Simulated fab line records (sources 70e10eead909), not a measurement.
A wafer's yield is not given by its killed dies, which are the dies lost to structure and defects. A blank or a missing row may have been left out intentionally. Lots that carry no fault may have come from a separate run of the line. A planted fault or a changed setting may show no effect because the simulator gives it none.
2 desks, one fault    flow nandHarc    each desk holds nothing but its own numbers, with what lay behind them at the end

## THE METROLOGY DESK
What the gauges read, lot by lot, whatever tool the lot ran on: means of the sampled wafers that have a number. The brackets show how far a lot's mean lies from the usual mean; more than 4 standard deviations puts the lot out of limits, marked OUT.
Columns: A = cdNm at NHARC_A_CHANNEL_HOLE_D1_CD_MEAS_30, usual 90.1 nm
lot   first seen here  A
L284  day 9 07:53      90.0
L288  day 10 13:16     89.7
L291  day 10 19:00     1.0 (-69) OUT
L292  day 11 02:18     0.8 (-69) OUT
L293  day 11 18:20     0.3 (-69) OUT
L301  day 13 03:17     90.3
L302  day 13 07:28     90.1
L303  day 13 18:04     89.0
L304  day 13 18:22     91.6
This desk finds L291, L292, L293 out of limits, L291 being first, at day 10 19:00 (cdNm at NHARC_A_CHANNEL_HOLE_D1_CD_MEAS_30). In limits: L284, L288, L301, L302, L303, L304.

## AT THE TOOL OWNER'S DESK: harEtch-01
The tool's own readings at NHARC_A_CHANNEL_HOLE_D1_ETCH_21 (etches the open film in C4F8/O2/Ar, time 514.3 s, target depth 1600 nm): means of the sampled wafers that have a number, for each lot that ran on this tool. The brackets show how far a lot's mean lies from the usual mean; more than 4 standard deviations puts the lot out of limits, marked OUT.
Columns: A = c4f8FlowSccm at NHARC_A_CHANNEL_HOLE_D1_ETCH_21, usual 89.29 sccm; B = chamberPressureMTorr at NHARC_A_CHANNEL_HOLE_D1_ETCH_21, usual 20.001 mTorr; C = drypumpMotorCurrentA at NHARC_A_CHANNEL_HOLE_D1_ETCH_21, usual 5.5 A; D = mfcArSccm at NHARC_A_CHANNEL_HOLE_D1_ETCH_21, usual 374.9 sccm; E = showerheadPlenumPTorr at NHARC_A_CHANNEL_HOLE_D1_ETCH_21, usual 3.77 Torr; F = throttleValvePct at NHARC_A_CHANNEL_HOLE_D1_ETCH_21, usual 32.156 %
lot   first seen here  A      B       C    D      E     F
L284  day 9 02:37      89.01  20.001  5.1  374.6  3.76  32.154
L288  day 10 07:39     89.26  19.987  5.1  376.8  3.76  32.154
L303  day 13 12:58     89.13  20.006  5.1  376.2  3.73  32.154
This desk's finding: nothing out of limits on any of the 3 lots.

## TAKEN TOGETHER
L291, L292, L293 would have let the metrology desk raise an alarm at day 10 19:00.
The tool owner's desk saw nothing out of limits.
The tool owner's desk has no number on record for L291, L292, L293.
On harEtch-01, each named lot ran NHARC_A_CHANNEL_HOLE_D1_ETCH_21.

## WHAT HAD BEEN PUT IN BY THE SIMULATOR
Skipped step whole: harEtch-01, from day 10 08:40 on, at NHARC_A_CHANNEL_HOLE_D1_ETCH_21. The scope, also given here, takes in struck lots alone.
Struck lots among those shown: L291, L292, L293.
Delay in hours, fault start to first out-of-limits reading, per desk: metrology desk 10.
